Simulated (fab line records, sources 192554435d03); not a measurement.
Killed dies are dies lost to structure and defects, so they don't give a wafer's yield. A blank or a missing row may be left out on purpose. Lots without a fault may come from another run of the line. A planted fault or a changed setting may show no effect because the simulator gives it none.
fab line records | flow n5_finfet
record lots=7 wafers=21
route steps=1938 shown BEOL_M3@980 BEOL_M4@1050 BEOL_M5@1115
start_h: hours from the record's first day to the start of the lot's first wafer shown | wait_h: hours since the lot's step before | " the same as in the row above | L1.1+2: a row that stands for several wafers | - no value, or no start given | * or withheld: withheld | < > ~ a bound
route shown NAME@n: a module of which the file shows steps, and the number in the route of the first | usual: mean/standard deviation of fault-free wafers | same: alike in all rows | chamber/n: place in a boat | sites: the reading at each site | _std_site: their standard deviation | _edge_site: outer sites' mean less inner sites' | radius_mm: how far each site lies from the wafer's centre | mask NAME#n: copy n | behind: the tool/chamber that last shaped the wafer | hold: why the lot was held/for how many hours/how that ended | device: the transistor (n, p or np) that didn't switch | end of line: the same wafers' tests at the end of the route | a step without rows: its recipe alone | killed: dies lost to structure and defects at the first sort, not the wafer's yield | map: a wafer's dies, x killed, . not, _ none there
set.NAME: the setting as run; set.NAME@STEP: as run at that earlier step | model.NAME: the simulator's own value behind a step, which no gauge read
lots whose settings were changed on purpose; a table a step, a row a wafer
## steps
# step N5_BEOL_M3_TRENCH_ETCH_37
# recipe chemistry=C4F6/O2 target_depth_a=555.55 target=SiOC time_s=29.2 ion_energy_ev=250 pressure_mtorr=30 source_w=355 bias_w=185 Ar_flow_sccm=300 C4F6_flow_sccm=10 O2_flow_sccm=10
# usual rf_vpp_V=667/7.7
# columns lot.wafer tool chamber start_h wait_h set.source_w rf_vpp_V model.BEOL_M3.feature_depth_nm model.etch.depth_nm
L077.1 rie_diel-02 3 - - 383 635 57.4 57.32
L077.2 " 0 " " 355 664 54.6 54.57
L077.6 " 0 " " 355 666 54.8 54.73
L081.1 rie_diel-02 2 - - 355 676 55.2 55.21
L081.4 " 0 " " 355 664 54.6 54.7
L081.6 " 3 " " 355 661 55.4 55.31
L080.1 rie_diel-04 2 - - 355 672 55.2 55.19
L080.3 " 0 " " 411.7 618 58.2 58.24
L080.4 " 1 " " 355 652 55.6 55.51
L086.1 rie_diel-02 3 - - 355 661 55.4 55.38
L086.3 " 0 " " 306.3 717 51.4 51.36
L086.5 " 0 " " 306.3 716 51.8 51.72
L090.2 rie_diel-02 0 - - 355 663 55 54.91
L090.3 " 3 " " 355 661 54.8 54.9
L090.5 " 2 " " 315.3 719 53 52.97
L092.2 rie_diel-05 1 - - 390.9 643 58.8 58.76
L092.4 " 3 " " 355 675 54.4 54.33
L092.6 " 0 " " 390.9 638 57.2 57.27
L096.1 rie_diel-02 1 - - 355 672 55.4 55.34
L096.2 " 2 " " 355 677 55.6 55.53
L096.6 " 3 " " 355 661 54.8 54.86
# step N5_BEOL_M3_ETCH_41
# recipe chemistry=CH3F/O2 target=SiCN target_depth_a=299 taper_deg=2 time_s=52.5 ion_energy_ev=120 mask_material=TiN pressure_mtorr=30 source_w=395 bias_w=75 Ar_flow_sccm=150 CH3F_flow_sccm=30 O2_flow_sccm=20
# step N5_BEOL_M3_STRIP_97
# recipe chemistry=N2/H2 time_s=10 power_w=450 temp_c=40 pressure_mtorr=20 rf_frequency_hz=6e+07 bias_power_w=7 n2_flow_sccm=200 h2_flow_sccm=200
# step N5_BEOL_M3_OCD_MEAS_38
# usual trench_depth_nm=55.3/0.64
# columns lot.wafer tool chamber start_h wait_h set.source_w@BEOL_M3_TRENCH_ETCH_37 trench_depth_nm
L077.1 ocd-02 - 199.82 - 383 57.3
L077.2 " - " " 355 54.7
L077.6 " - " " 355 55.0
L081.1 ocd-01 - 218.22 - 355 55.2
L081.4 " - " " 355 54.8
L081.6 " - " " 355 55.3
L080.1 ocd-01 - 221.81 - 355 54.9
L080.3 " - " " 411.7 58.8
L080.4 " - " " 355 55.9
L086.1 ocd-01 - 238.84 - 355 54.9
L086.3 " - " " 306.3 50.9
L086.5 " - " " 306.3 52.0
L090.2 ocd-02 - 251.12 - 355 55.5
L090.3 " - " " 355 54.8
L090.5 " - " " 315.3 53.3
L092.2 ocd-01 - 275.40 - 390.9 59.1
L092.4 " - " " 355 54.2
L092.6 " - " " 390.9 56.9
L096.1 ocd-01 - 285.91 - 355 55.3
L096.2 " - " " 355 55.8
L096.6 " - " " 355 54.8
# step N5_BEOL_M3_HM_STRIP_39
# recipe chemistry=peroxide_tin_strip material=TiN target_depth_a=250 temp_c=50 time_s=158
# columns lot.wafer tool chamber start_h wait_h set.temp_c@BEOL_M3_PECVD_72 model.SiO2_of_BEOL_M3_PECVD_72.thk_nm
L077.1 wet_bench-04 4 199.85 0.0 383.4 17.6
L077.2 " 7 " " 383.4 17.4
L077.6 " 0 " " 383.4 17.8
L081.1 wet_bench-02 6 218.25 0.0 400 15.8
L081.4 " 3 " " 400 16
L081.6 " 7 " " 390.4 16.8
L080.1 wet_bench-04 4 221.85 0.0 387.3 17.4
L080.3 " 7 " " 400 15.6
L080.4 " 2 " " 387.3 17.6
L086.1+5 wet_bench-04 3,0 238.87 0.0 400 15.8
L086.3 " 7 " " 400 15.2
L090.2 wet_bench-02 6 251.16 0.0 400 15.6
L090.3 " 4 " " 405.3 15
L090.5 " 7 " " 405.3 15.6
L092.2 wet_bench-04 3 275.43 0.0 407.1 15.2
L092.4 " 5 " " 400 15.8
L092.6 " 7 " " 400 16
L096.1+6 wet_bench-02 7,6 285.94 0.0 400 15.8
L096.2 " 4 " " 400 15.6
# step N5_BEOL_M4_COAT_22
# recipe resist=CAR-EUV spin_rpm=1500 resist_thk_nm=30
# columns lot.wafer tool chamber start_h wait_h set.spin_rpm model.CAR-EUV_of_BEOL_M4_COAT_22.thk_nm
L077.1 litho_track-04 0 - - 1630 28.6
L077.2 " 0 " " 1500 30
L077.6 " 0 " " 1630 28.8
L081.1+6 litho_track-01 0 - - 1500 30
L081.4 " 0 " " 1351 31.6
L080.1+3 litho_track-04 0 - - 1433 30.8
L080.4 " 0 " " 1500 30
L086.1 litho_track-05 0 - - 1500 30
L086.3+5 " 0 " " 1554 29.6
L090.2+5 litho_track-01 0 - - 1500 30
L090.3 " 0 " " 1452 30.4
L092.2 litho_track-05 0 - - 1373 31.4
L092.4 " 0 " " 1500 30
L092.6 " 0 " " 1500 30.2
L096.1+2+6 litho_track-04 0 - - 1500 30
# step N5_BEOL_M4_EXPOSE_25
# recipe mask_id=V3 na=0.33 source_shape=quasar sigma_inner=0.2 sigma_outer=0.8 polarization=unpolarized defocus_nm=5 dose_mj=63
# columns lot.wafer tool chamber start_h wait_h mask set.dose_mj
L077.1+2+6 euv_scanner-02 0 208.89 - V3#0 63
L081.1 euv_scanner-01 0 225.87 - V3#0 66.46
L081.4+6 " 0 " " V3#0 63
L080.1+3+4 euv_scanner-02 0 229.35 - V3#0 63
L086.1+3+5 euv_scanner-02 0 246.96 - V3#0 63
L090.2+3 euv_scanner-02 0 258.13 - V3#0 63
L090.5 " 0 " " V3#0 65.16
L092.2+6 euv_scanner-02 0 281.78 - V3#0 60.65
L092.4 " 0 " " V3#0 63
L096.1+2+6 euv_scanner-02 0 294.81 - V3#0 63
# step N5_BEOL_M4_PEB_26
# recipe peb_temp_c=100 peb_time_s=60 resist=CAR-EUV
# step N5_BEOL_M4_DEVELOP_27
# recipe develop_time_s=30 developer=TMAH resist=CAR-EUV rinse_liquid=surfactant_rinse dry=air_spin dev_temp_c=23
# step N5_BEOL_M4_DESCUM_33
# recipe chemistry=O2 time_s=7 source_power_w=50 bias_power_w=20 pressure_mtorr=20 rf_frequency_hz=2.712e+07 temp_c=40 resist=CAR-EUV o2_flow_sccm=225
# columns lot.wafer tool chamber start_h wait_h set.spin_rpm@BEOL_M4_COAT_22 model.CAR-EUV_of_BEOL_M4_COAT_22.thk_nm
L077.1+6 rie_diel-03 1,3 209.16 0.0 1630 24.8
L077.2 " 3 " " 1500 26
L081.1+6 rie_diel-01 3,1 226.19 0.1 1500 26.2
L081.4 " 2 " " 1351 27.6
L080.1+3 rie_diel-03 0,3 229.62 0.0 1433 26.8
L080.4 " 1 " " 1500 26.2
L086.1 rie_diel-01 3 247.23 0.0 1500 26
L086.3+5 " 0,2 " " 1554 25.6
L090.2+5 rie_diel-03 1,3 258.39 0.0 1500 26
L090.3 " 3 " " 1452 26.6
L092.2 rie_diel-06 2 282.04 0.0 1373 27.4
L092.4+6 " 2,0 " " 1500 26.2
L096.1 rie_diel-06 3 295.08 0.0 1500 26.2
L096.2+6 " 1,3 " " 1500 26
# step N5_BEOL_M4_ETCH_77
# recipe chemistry=N2/H2 target=underlayer target_depth_a=65 mask_material=CAR-EUV time_s=5.2 ion_energy_ev=200 pressure_mtorr=30 source_w=840 bias_w=150 n2_flow_sccm=200 h2_flow_sccm=200 ends=cleared
# columns lot.wafer tool chamber start_h wait_h set.spin_rpm@BEOL_M4_COAT_22 model.CAR-EUV_of_BEOL_M4_COAT_22.thk_nm
L077.1 rie_diel-03 1 209.19 0.0 1630 19
L077.2 " 3 " " 1500 20.4
L077.6 " 3 " " 1630 19.2
L081.1+6 rie_diel-01 3,1 226.23 0.0 1500 20.4
L081.4 " 2 " " 1351 22
L080.1+3 rie_diel-03 0,3 229.65 0.0 1433 21.2
L080.4 " 1 " " 1500 20.4
L086.1 rie_diel-01 3 247.26 0.0 1500 20.4
L086.3 " 0 " " 1554 20
L086.5 " 2 " " 1554 19.8
L090.2 rie_diel-03 1 258.42 0.0 1500 20.4
L090.3 " 3 " " 1452 20.8
L090.5 " 3 " " 1500 20.2
L092.2 rie_diel-06 2 282.07 0.0 1373 21.8
L092.4+6 " 2,0 " " 1500 20.4
L096.1+2+6 rie_diel-06 3,1,3 295.12 0.0 1500 20.4
# step N5_BEOL_M5_PECVD_70
# recipe material=SiO2 target_thk_a=160 temp_c=400 precursor=TEOS/O2 pressure_torr=5.5 rf_w=450 teos_flow_sccm=53.8 gas=O2 flow_sccm=3000 time_s=18
# columns lot.wafer tool chamber start_h wait_h set.time_s model.SiO2_of_BEOL_M5_PECVD_70.thk_nm
L077.1 pecvd-01 0 217.21 0.0 18 15.8
L077.2 " 2 " " 19.38 17.2
L077.6 " 2 " " 19.38 17.8
L081.1 pecvd-01 1 236.07 0.0 15.94 14.4
L081.4 " 1 " " 15.94 14.2
L081.6 " 0 " " 18 16.2
L080.1+4 pecvd-01 2 236.94 0.0 18 16.2
L080.3 " 1 " " 18 16
L086.1 pecvd-03 2 271.00 0.0 18 15.8
L086.3 " 0 " " 18 16
L086.5 " 0 " " 18.7 16.6
L090.2 pecvd-01 0 275.57 0.0 16.13 14.2
L090.3+5 " 0,1 " " 18 16
L092.2 pecvd-02 0 301.69 0.0 18 15.6
L092.4 " 0 " " 18 16
L092.6 " 2 " " 15.56 13.8
L096.1 pecvd-02 1 309.82 0.0 18 16
L096.2+6 " 0 " " 18 16.2
# step N5_BEOL_M5_TRENCH_ETCH_37
# recipe chemistry=C4F6/O2 target_depth_a=716.52 target=SiCOH_lowk time_s=24.7 ion_energy_ev=250 pressure_mtorr=30 source_w=345 bias_w=185 Ar_flow_sccm=300 C4F6_flow_sccm=10 O2_flow_sccm=10
# columns lot.wafer tool chamber start_h wait_h set.time_s model.BEOL_M5.feature_depth_nm model.etch.depth_nm model.TiN_of_BEOL_M5_HM_DEP_02.thk_nm
L077.1 rie_diel-05 3 - - 24.7 68.4 68.35 18
L077.2 " 0 " " 24.7 70.2 70.12 18
L077.6 " 3 " " 24.7 69 69.09 17.8
L081.1 rie_diel-02 0 - - 24.7 71 70.93 17.2
L081.4 " 3 " " 24.7 70.8 70.83 17.4
L081.6 " 1 " " 26.43 76.8 76.89 17.2
L080.1 rie_diel-05 3 - - 20.34 56.6 56.68 18.4
L080.3 " 2 " " 20.34 59.8 59.8 18.4
L080.4 " 1 " " 24.7 73.2 73.11 17.8
L086.1 rie_diel-04 1 - - 20.72 59.6 59.64 18
L086.3 " 3 " " 20.72 61 60.95 17.8
L086.5 " 2 " " 24.7 71.4 71.49 17.6
L090.2 rie_diel-04 0 - - 27.15 77.8 77.83 17.6
L090.3 " 1 " " 27.15 77.6 77.67 17.4
L090.5 " 2 " " 24.7 71.4 71.36 17.8
L092.2 rie_diel-04 1 - - 24.7 71.2 71.3 18.4
L092.4 " 3 " " 27.25 79.8 79.86 18
L092.6 " 1 " " 24.7 70.6 70.63 18.4
L096.1 rie_diel-05 2 - - 24.7 71.6 71.7 17.8
L096.2 " 1 " " 24.7 71.8 71.78 17.8
L096.6 " 1 " " 24.7 71.6 71.66 17.8
# step N5_BEOL_M5_ETCH_41
# recipe chemistry=CH3F/O2 target=SiCN target_depth_a=315 taper_deg=2 time_s=56.7 ion_energy_ev=120 mask_material=TiN pressure_mtorr=30 source_w=395 bias_w=75 Ar_flow_sccm=150 CH3F_flow_sccm=30 O2_flow_sccm=20
# usual rf_vpp_V=297.5/1.6
# columns lot.wafer tool chamber start_h wait_h set.source_w rf_vpp_V
L077.1 rie_diel-05 3 - - 395 297.0
L077.2 " 0 " " 395 297.1
L077.6 " 3 " " 457.2 283.2
L081.1 rie_diel-02 0 - - 395 294.7
L081.4 " 3 " " 395 297.5
L081.6 " 1 " " 395 300.0
L080.1 rie_diel-05 3 - - 395 297.5
L080.3 " 2 " " 395 295.8
L080.4 " 1 " " 395 297.2
L086.1 rie_diel-04 1 - - 395 297.1
L086.3 " 3 " " 362.5 310.0
L086.5 " 2 " " 362.5 307.0
L090.2 rie_diel-04 0 - - 395 295.9
L090.3 " 1 " " 395 294.6
L090.5 " 2 " " 395 298.5
L092.2 rie_diel-04 1 - - 395 295.0
L092.4 " 3 " " 395 299.7
L092.6 " 1 " " 395 294.4
L096.1 rie_diel-05 2 - - 395 294.7
L096.2 " 1 " " 395 298.2
L096.6 " 1 " " 395 298.3
# step N5_BEOL_M5_STRIP_91
# recipe chemistry=N2/H2 time_s=10 power_w=450 temp_c=40 pressure_mtorr=20 rf_frequency_hz=6e+07 bias_power_w=7 n2_flow_sccm=200 h2_flow_sccm=200
# step N5_BEOL_M5_OCD_MEAS_38
# usual trench_depth_nm=71.3/1
# columns lot.wafer tool chamber start_h wait_h set.time_s@BEOL_M5_TRENCH_ETCH_37 trench_depth_nm
L077.1 ocd-01 - 221.28 - 24.7 68.2
L077.2 " - " " 24.7 69.6
L077.6 " - " " 24.7 68.9
L081.1 ocd-01 - 239.69 - 24.7 71.0
L081.4 " - " " 24.7 71.2
L081.6 " - " " 26.43 76.8
L080.1 ocd-02 - 243.74 - 20.34 56.9
L080.3 " - " " 20.34 59.8
L080.4 " - " " 24.7 72.8
L086.1 ocd-01 - 275.22 - 20.72 60.4
L086.3 " - " " 20.72 61.0
L086.5 " - " " 24.7 71.3
L090.2 ocd-01 - 280.28 - 27.15 78.1
L090.3 " - " " 27.15 78.0
L090.5 " - " " 24.7 71.3
L092.2 ocd-02 - 304.94 - 24.7 71.8
L092.4 " - " " 27.25 79.8
L092.6 " - " " 24.7 70.7
L096.1 ocd-01 - 313.67 - 24.7 71.4
L096.2 " - " " 24.7 72.3
L096.6 " - " " 24.7 71.5
# step N5_BEOL_M5_HM_STRIP_39
# recipe chemistry=peroxide_tin_strip material=TiN target_depth_a=250 temp_c=50 time_s=158
# step N5_BEOL_M5_SRD_40
# recipe time_s=30 temp_c=23 rinse_liquid=diw dry=ipa_marangoni
# step N5_BEOL_M5_ECD_50
# recipe material=Cu target_thk_a=3000
# step N5_BEOL_M5_ANNEAL_51
# recipe temp_c=225 time_s=90 ambient=N2
# step N5_BEOL_M5_CMP_52
# recipe stop_on=SiCOH_lowk t_overpolish_s=6.9 down_force_psi=1 platen_rpm=50 clearing_platen_down_force_psi=1.5 clearing_platen_rpm=50 post_cmp_clean=cu_alkaline target_thk_nm=62 clearing_platen_pad_velocity_m_s=0.99484 pad_velocity_m_s=0.99484
# columns lot.wafer tool chamber start_h wait_h set.time_s@BEOL_M5_TRENCH_ETCH_37 model.Cu_of_BEOL_M5_ECD_50.thk_nm
L077.1 cmp-01 2 228.00 0.3 24.7 57.2
L077.2 " 1 " " 24.7 59.6
L077.6 " 3 " " 24.7 59.2
L081.1 cmp-02 3 249.42 0.3 24.7 63
L081.4 " 1 " " 24.7 61.2
L081.6 " 2 " " 26.43 66.2
L080.1 cmp-02 1 251.21 0.3 20.34 46.8
L080.3 " 2 " " 20.34 49.2
L080.4 " 0 " " 24.7 63
L086.1 cmp-02 0 281.91 0.3 20.72 50.2
L086.3 " 1 " " 20.72 51.2
L086.5 " 2 " " 24.7 61.8
L090.2+3 cmp-03 1,2 286.59 0.2 27.15 69.6
L090.5 " 2 " " 24.7 61.8
L092.4 cmp-02 0 312.66 0.2 27.25 70.6
L092.2 " 1 " " 24.7 63
L092.6 " 3 " " 24.7 62
L096.2 cmp-01 3 320.36 0.8 24.7 64
L096.1 " 1 " " 24.7 62.4
L096.6 " 3 " " 24.7 63.2
# step N5_BEOL_M5_THK_MEAS_53
# recipe thk_meas_gauge=xrf reads=Cu_of_BEOL_M5_ECD_50
# usual M5_THK=62.6/1.3
# columns lot.wafer tool chamber start_h wait_h set.time_s@BEOL_M5_TRENCH_ETCH_37 M5_THK[nm]
L077.1 film_metro-01 - 228.30 - 24.7 57.7
L077.2 " - " " 24.7 60.0
L077.6 " - " " 24.7 59.8
L081.1 film_metro-01 - 249.67 - 24.7 63.7
L081.4 " - " " 24.7 61.7
L081.6 " - " " 26.43 66.6
L080.1 film_metro-01 - 251.51 - 20.34 47.0
L080.3 " - " " 20.34 49.5
L080.4 " - " " 24.7 63.5
L086.1 film_metro-01 - 282.13 - 20.72 51.3
L086.3 " - " " 20.72 52.2
L086.5 " - " " 24.7 63.4
L090.2 film_metro-01 - 286.88 - 27.15 70.7
L090.3 " - " " 27.15 70.7
L090.5 " - " " 24.7 62.6
L092.2 film_metro-01 - 312.87 - 24.7 64.0
L092.4 " - " " 27.25 71.7
L092.6 " - " " 24.7 63.1
L096.1 film_metro-02 - 320.62 - 24.7 63.2
L096.2 " - " " 24.7 64.5
L096.6 " - " " 24.7 63.5
# step N5_BEOL_M5_PRE_CLEAN_77
# recipe gas=NH3/H2 time_s=15 temp_c=* rf_power_w=300
# step N5_BEOL_M5_CO_CAP_78
# recipe material=Co target_thk_a=20 temp_c=200 precursor=CCTBA/H2 pressure_torr=30 time_s=102.1
# step N5_BEOL_M5_PRE_CLEAN_55
# recipe gas=NH3 time_s=15 temp_c=withheld rf_power_w=300
# step N5_BEOL_M5_DEP_56
# recipe material=SiCN target_thk_a=80 temp_c=withheld precursor=3MS/NH3 pressure_torr=3 rf_w=202 time_s=14
# step N5_BEOL_M5_RS_MEAS_57
# recipe thk_meas_gauge=four-point-probe reads=Co_of_BEOL_M5_CO_CAP_78+Cu_of_BEOL_M5_ECD_50+Co_of_BEOL_M5_CVD_47+TaN_of_BEOL_M5_ALD_86
# usual M5_RS=0.387/0.01
# columns lot.wafer tool chamber start_h wait_h set.time_s@BEOL_M5_TRENCH_ETCH_37 M5_RS[ohm/sq]
L077.1 film_metro-02 - 228.56 0.0 24.7 0.425
L077.2 " - " " 24.7 0.404
L077.6 " - " " 24.7 0.408
L081.1 film_metro-01 - 249.94 0.0 24.7 0.378
L081.4 " - " " 24.7 0.393
L081.6 " - " " 26.43 0.357
L080.1 film_metro-01 - 251.77 0.0 20.34 0.547
L080.3 " - " " 20.34 0.512
L080.4 " - " " 24.7 0.378
L086.1 film_metro-02 - 282.42 0.1 20.72 0.502
L086.3 " - " " 20.72 0.488
L086.5 " - " " 24.7 0.387
L090.2 film_metro-01 - 287.14 0.1 27.15 0.335
L090.3 " - " " 27.15 0.336
L090.5 " - " " 24.7 0.389
L092.2 film_metro-01 - 313.14 0.1 24.7 0.378
L092.4 " - " " 27.25 0.330
L092.6 " - " " 24.7 0.386
L096.1 film_metro-01 - 321.07 0.0 24.7 0.383
L096.2 " - " " 24.7 0.371
L096.6 " - " " 24.7 0.377
## key
split step=N5_BEOL_M3_TRENCH_ETCH_37 setting=source_w stated=355 by=wafer
response step=N5_BEOL_M3_TRENCH_ETCH_37 reading=rf_vpp_V change=-3.65 per=1% r=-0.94
response step=N5_BEOL_M3_TRENCH_ETCH_37 reading=model.BEOL_M3.feature_depth_nm change=+0.24 per=1% r=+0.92
response step=N5_BEOL_M3_TRENCH_ETCH_37 reading=model.etch.depth_nm change=+0.244 per=1% r=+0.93
response step=N5_BEOL_M3_OCD_MEAS_38 reading=trench_depth_nm change=+0.245 per=1% r=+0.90
split step=N5_BEOL_M4_COAT_22 setting=spin_rpm stated=1500 by=wafer
response step=N5_BEOL_M4_COAT_22 reading=model.CAR-EUV_of_BEOL_M4_COAT_22.thk_nm change=-0.154 per=1% r=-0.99
response step=N5_BEOL_M4_DESCUM_33 reading=model.CAR-EUV_of_BEOL_M4_COAT_22.thk_nm change=-0.14 per=1% r=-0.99
response step=N5_BEOL_M4_ETCH_77 reading=model.CAR-EUV_of_BEOL_M4_COAT_22.thk_nm change=-0.159 per=1% r=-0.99
split step=N5_BEOL_M4_EXPOSE_25 setting=dose_mj stated=63 by=wafer
response none clear
split step=N5_BEOL_M5_PECVD_70 setting=time_s stated=18 by=wafer
response step=N5_BEOL_M5_PECVD_70 reading=model.SiO2_of_BEOL_M5_PECVD_70.thk_nm change=+0.168 per=1% r=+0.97
split step=N5_BEOL_M5_TRENCH_ETCH_37 setting=time_s stated=24.7 by=wafer
response step=N5_BEOL_M5_TRENCH_ETCH_37 reading=model.BEOL_M5.feature_depth_nm change=+0.775 per=1% r=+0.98
response step=N5_BEOL_M5_TRENCH_ETCH_37 reading=model.etch.depth_nm change=+0.776 per=1% r=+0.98
response step=N5_BEOL_M5_TRENCH_ETCH_37 reading=model.TiN_of_BEOL_M5_HM_DEP_02.thk_nm change=-0.0281 per=1% r=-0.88
response step=N5_BEOL_M5_OCD_MEAS_38 reading=trench_depth_nm change=+0.754 per=1% r=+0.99
response step=N5_BEOL_M5_CMP_52 reading=model.Cu_of_BEOL_M5_ECD_50.thk_nm change=+0.767 per=1% r=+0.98
response step=N5_BEOL_M5_THK_MEAS_53 reading=M5_THK change=+0.786 per=1% r=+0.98
response step=N5_BEOL_M5_RS_MEAS_57 reading=M5_RS change=-0.00687 per=1% r=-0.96
split step=N5_BEOL_M5_ETCH_41 setting=source_w stated=395 by=wafer
response step=N5_BEOL_M5_ETCH_41 reading=rf_vpp_V change=-0.987 per=1% r=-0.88
split outside_this_file step=N5_BEOL_M3_PECVD_72 setting=temp_c
# split outside_this_file: this setting was split too, and the file shows its column; the key of that split is in another file
